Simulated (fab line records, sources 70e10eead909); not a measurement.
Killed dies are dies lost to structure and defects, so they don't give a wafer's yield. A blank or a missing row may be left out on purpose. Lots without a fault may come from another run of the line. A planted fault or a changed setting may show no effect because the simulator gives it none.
Which tool did it? | flow nand_harc | 13 lots, 35 wafers sampled, at 7 steps of a route of 1159

WHAT THE GAUGES READ, wafer by wafer
NHARC_P_CONTACT_CD_MEAS_12: target cd 90 nm. Usual: cd_nm 89.7 nm, standard deviation 0.7.
lot  | measured     | on        | cd_nm (nm)     | flag
L627 | day 5 14:28  | cd_sem-03 | 89.1 88.8 89.5 |
L630 | day 6 00:59  | cd_sem-02 | 89.0 89.6 89.2 |
L633 | day 7 01:04  | cd_sem-02 | 89.5 89.5 90.1 |
L632 | day 7 02:50  | cd_sem-01 | 90.2 91.3 91.0 |
L634 | day 7 11:38  | cd_sem-02 | 89.7 89.6 89.4 |
L636 | day 7 18:35  | cd_sem-01 | 89.7 89.3 90.6 |
L639 | day 8 18:01  | cd_sem-01 | 89.3 90.9 89.6 |
L642 | day 9 06:05  | cd_sem-02 | 90.2 90.2 90.8 |
L645 | day 10 02:05 | cd_sem-02 | 80.3 79.9      | OFF
L644 | day 10 02:14 | cd_sem-03 | 81.0 81.1      | OFF
L646 | day 10 10:30 | cd_sem-01 | 89.5 88.7 89.4 |
L647 | day 10 10:53 | cd_sem-02 | 88.3 88.7 89.1 |
L649 | day 11 04:50 | cd_sem-01 | 89.0 88.9 89.4 |

NHARC_P_CONTACT_CD_MEAS_19. Usual: cd_nm 89.0 nm, standard deviation 1.9.
lot  | measured     | on        | cd_nm (nm)     | flag
L627 | day 5 15:31  | cd_sem-02 | 89.1 87.7 90.4 |
L630 | day 6 02:27  | cd_sem-02 | 90.1 91.7 87.0 |
L633 | day 7 02:08  | cd_sem-01 | 88.9 90.4 90.5 |
L632 | day 7 03:53  | cd_sem-03 | 88.0 93.2 93.2 |
L634 | day 7 12:50  | cd_sem-01 | 88.0 89.5 88.3 |
L636 | day 7 19:53  | cd_sem-03 | 88.2 87.8 90.7 |
L639 | day 8 19:07  | cd_sem-03 | 86.2 87.9 86.3 |
L642 | day 9 07:09  | cd_sem-02 | 89.2 90.0 92.4 |
L645 | day 10 06:54 | cd_sem-01 | 77.3 77.3      | OFF
L644 | day 10 05:06 | cd_sem-02 | 81.4 81.1      | OFF
L646 | day 10 11:35 | cd_sem-03 | 86.3 90.4 88.3 |
L647 | day 10 11:56 | cd_sem-02 | 89.0 88.0 89.8 |
L649 | day 11 08:41 | cd_sem-03 | 90.2 87.3 90.8 |

NHARC_END_SORT_01. Usual: killed_at_array 27, standard deviation 11; killed_at_other 0.6, standard deviation 1; killed_at_periphery 3.0, standard deviation 2.1; killed_dies 31, standard deviation 12; killed_open 3.2, standard deviation 1.7; killed_short 1.7, standard deviation 1.4.
lot  | measured     | on        | killed_at_array | killed_at_other | killed_at_periphery | killed_dies | killed_open | killed_short | flag
L630 | day 20 04:47 | prober-02 | 18 15 18        | 0 0 0           | 2 1 2               | 20 16 20    | 3 2 7       | 2 1 1        |
L632 | day 21 17:43 | prober-02 | 30 31 22        | 1 0 1           | 1 4 2               | 32 35 25    | 3 4 3       | 2 2 4        |
L634 | day 21 12:30 | prober-01 | 28 24 14        | 1 0 1           | 2 4 3               | 31 28 18    | 3 4 3       | 2 1 0        |
L642 | day 22 18:27 | prober-02 | 34 28 27        | 0 1 0           | 5 7 1               | 39 36 28    | 2 5 4       | 1 1 0        |
L645 | day 25 14:18 | prober-01 | 57              | 0               | 11                  | 68          | 5           | 3            | OFF
L644 | day 25 06:42 | prober-02 | 19              | 2               | 12                  | 33          | 2           | 3            | OFF

WHICH TOOL RAN EACH LOT (tool, then ch and the chambers of the sampled wafers, then the start)
lot  | NHARC_P_GATE_STRIP_112               | NHARC_P_GATE_RTA_80              | NHARC_P_CONTACT_CMP_01        | NHARC_P_CONTACT_PEB_10
L627 | plasma_asher-02 ch 0,1, day 5 08:26  | rtp_anneal-02 ch 0, day 5 12:15  | cmp-02 ch 0,2, day 5 13:40    | litho_track-01 ch 0, day 5 14:23
L630 | plasma_asher-01 ch 0,1, day 5 18:49  | rtp_anneal-01 ch 0, day 5 22:35  | cmp-01 ch 0,1, day 6 00:09    | litho_track-04 ch 0, day 6 00:55
L633 | plasma_asher-01 ch 1, day 6 19:12    | rtp_anneal-02 ch 0, day 6 22:49  | cmp-01 ch 0,1,2, day 7 00:16  | litho_track-06 ch 0, day 7 00:59
L632 | plasma_asher-01 ch 0,1, day 6 20:32  | rtp_anneal-02 ch 0, day 7 00:26  | cmp-01 ch 0,2, day 7 02:02    | litho_track-06 ch 0, day 7 02:45
L634 | plasma_asher-02 ch 0,1, day 7 05:45  | rtp_anneal-02 ch 0, day 7 09:32  | cmp-01 ch 2,3, day 7 10:56    | litho_track-06 ch 0, day 7 11:32
L636 | plasma_asher-02 ch 0,1, day 7 12:40  | rtp_anneal-02 ch 0, day 7 16:20  | cmp-03 ch 0,1,3, day 7 17:46  | litho_track-06 ch 0, day 7 18:31
L639 | plasma_asher-01 ch 0,1, day 8 12:07  | rtp_anneal-02 ch 0, day 8 15:50  | cmp-01 ch 0,3, day 8 17:20    | litho_track-06 ch 0, day 8 17:56
L642 | plasma_asher-01 ch 0,1, day 9 00:14  | rtp_anneal-02 ch 0, day 9 03:50  | cmp-01 ch 0,2,3, day 9 05:16  | litho_track-06 ch 0, day 9 05:59
L645 | plasma_asher-01 ch 1, day 9 20:05    | rtp_anneal-01 ch 0, day 9 23:50  | cmp-01 ch 1, day 10 01:15     | litho_track-06 ch 0, day 10 02:01
L644 | plasma_asher-01 ch 1, day 9 20:28    | rtp_anneal-02 ch 0, day 10 00:08 | cmp-02 ch 0, day 10 01:34     | litho_track-06 ch 0, day 10 02:08
L646 | plasma_asher-01 ch 0,1, day 10 04:39 | rtp_anneal-02 ch 0, day 10 08:20 | cmp-02 ch 0,1,2, day 10 09:49 | litho_track-01 ch 0, day 10 10:25
L647 | plasma_asher-02 ch 0,1, day 10 04:53 | rtp_anneal-02 ch 0, day 10 08:34 | cmp-01 ch 0,2,3, day 10 10:01 | litho_track-01 ch 0, day 10 10:48
L649 | plasma_asher-02 ch 0,1, day 10 22:58 | rtp_anneal-01 ch 0, day 11 02:34 | cmp-02 ch 0,3, day 11 04:01   | litho_track-01 ch 0, day 11 04:46
- NHARC_P_GATE_STRIP_112: strips in N2/H2, time 200 s.
- NHARC_P_GATE_RTA_80: time 30 s.
- NHARC_P_CONTACT_CMP_01: polishes SiO2, target thk 200 nm.
- NHARC_P_CONTACT_PEB_10: peb time 65 s.

WHAT THE TOOLS THEMSELVES READ (means of the sampled wafers that have a number; where no wafer has one, the mark that the record gives instead)
NHARC_P_GATE_STRIP_112. Usual: drypump_motor_current_A 5.8 A, standard deviation 0.41; heater_power_w 88 W, standard deviation 9.3.
lot  | tool            | drypump_motor_current_A (A) | heater_power_w (W) | flag
L627 | plasma_asher-02 | 5.8                         | 88                 |
L630 | plasma_asher-01 | 5.9                         | 91                 |
L633 | plasma_asher-01 | 6.2                         | 102                |
L632 | plasma_asher-01 | 5.9                         | 92                 |
L634 | plasma_asher-02 | 5.8                         | 90                 |
L636 | plasma_asher-02 | 5.9                         | 84                 |
L639 | plasma_asher-01 | 5.9                         | 93                 |
L642 | plasma_asher-01 | 5.6                         | 86                 |
L645 | plasma_asher-01 | 6.3                         | 101                |
L644 | plasma_asher-01 | 6.3                         | 101                |
L646 | plasma_asher-01 | 5.9                         | 93                 |
L647 | plasma_asher-02 | 5.8                         | 87                 |
L649 | plasma_asher-02 | 5.8                         | 87                 |

NHARC_P_GATE_RTA_80. Usual: lamp_power_pct 2.08 %, standard deviation 0.054; wafer_temp_C_max 301.8, standard deviation 0.35.
lot  | tool          | lamp_power_pct (%) | wafer_temp_C_max | flag
L627 | rtp_anneal-02 | 2.04               | 301.9            |
L630 | rtp_anneal-01 | 2.16               | 301.4            |
L633 | rtp_anneal-02 | 2.04               | 301.8            |
L632 | rtp_anneal-02 | 2.04               | 301.6            |
L634 | rtp_anneal-02 | 2.04               | 302.2            |
L636 | rtp_anneal-02 | 2.04               | 301.5            |
L639 | rtp_anneal-02 | 2.04               | 301.7            |
L642 | rtp_anneal-02 | 2.05               | 301.9            |
L645 | rtp_anneal-01 | 2.17               | 301.9            |
L644 | rtp_anneal-02 | 2.04               | 301.4            |
L646 | rtp_anneal-02 | 2.04               | 302.1            |
L647 | rtp_anneal-02 | 2.04               | 301.8            |
L649 | rtp_anneal-01 | 2.16               | 302.1            |

NHARC_P_CONTACT_CMP_01. Usual: motor_current_A 11.7 A, standard deviation 0.91; retaining_ring_pressure_frac 1.000, standard deviation 0.0051.
lot  | tool   | motor_current_A (A) | retaining_ring_pressure_frac | flag
L627 | cmp-02 | 11.1                | 1.001                        |
L630 | cmp-01 | 11.5                | 0.999                        |
L633 | cmp-01 | 11.2                | 1.000                        |
L632 | cmp-01 | 11.7                | 1.003                        |
L634 | cmp-01 | 11.7                | 1.001                        |
L636 | cmp-03 | 11.6                | 0.998                        |
L639 | cmp-01 | 11.9                | 0.997                        |
L642 | cmp-01 | 11.9                | 0.999                        |
L645 | cmp-01 | 11.2                | 1.005                        |
L644 | cmp-02 | 9.9                 | 1.007                        |
L646 | cmp-02 | 11.7                | 0.999                        |
L647 | cmp-01 | 11.8                | 0.998                        |
L649 | cmp-02 | 10.8                | 1.002                        |

NHARC_P_CONTACT_PEB_10. Usual: heater_power_total_W 156.6 W, standard deviation 0.4.
lot  | tool           | heater_power_total_W (W) | flag
L627 | litho_track-01 | 156.5                    |
L630 | litho_track-04 | 156.7                    |
L633 | litho_track-06 | 157.0                    |
L632 | litho_track-06 | 156.6                    |
L634 | litho_track-06 | 156.4                    |
L636 | litho_track-06 | 156.5                    |
L639 | litho_track-06 | 156.9                    |
L642 | litho_track-06 | 156.6                    |
L645 | litho_track-06 | 179.8                    | OFF
L644 | litho_track-06 | 178.9                    | OFF
L646 | litho_track-01 | 156.9                    |
L647 | litho_track-01 | 156.3                    |
L649 | litho_track-01 | 156.3                    |

THE ANSWER, worked out from the rows above alone
Rule: a lot is off if the mean of its wafers that have a number lies more than 3 standard deviations from the usual mean. A lot without any number at a reading at which 4 lots or more have one is off too. The other lots that the step has rows for count as sound. The gauges are gone through in route order, then the tools' own readings, and for those a lot's mean is taken as printed above. The first step at which some lot is off is used, and at that step the reading that is off furthest; a lot without a number counts as furthest.
Off: L645, L644, at NHARC_P_CONTACT_CD_MEAS_12 (cd_nm).
A tool fits if, at a process step before that reading, it ran every lot that is off, and no sound lot after the first of them. The gauges at NHARC_P_CONTACT_CD_MEAS_12 aren't tried: what is off there is off at NHARC_END_SORT_01 too, on other tools, and a gauge's error can't cause that. One fits: litho_track-06 at NHARC_P_CONTACT_PEB_10. Its last sound lot is L642 (day 9 05:59), its first lot that is off L645 (day 10 02:01): a fault that began between those two fits.
The tool's own readings at NHARC_P_CONTACT_PEB_10 bear it out: on the lots that are off they differ by more than 5 times the standard deviation of the sound lots' means. heater_power_total_W reads 179.4 W there against 156.6 W on the sound lots.

WHAT THE SIMULATOR HAD PUT IN
Process parameter drift: litho_track-06, from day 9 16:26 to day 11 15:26, at NHARC_P_CONTACT_PEB_10. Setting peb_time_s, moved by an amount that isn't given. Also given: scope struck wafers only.
Lots struck among those shown: L645, L644. The rule above found the same.
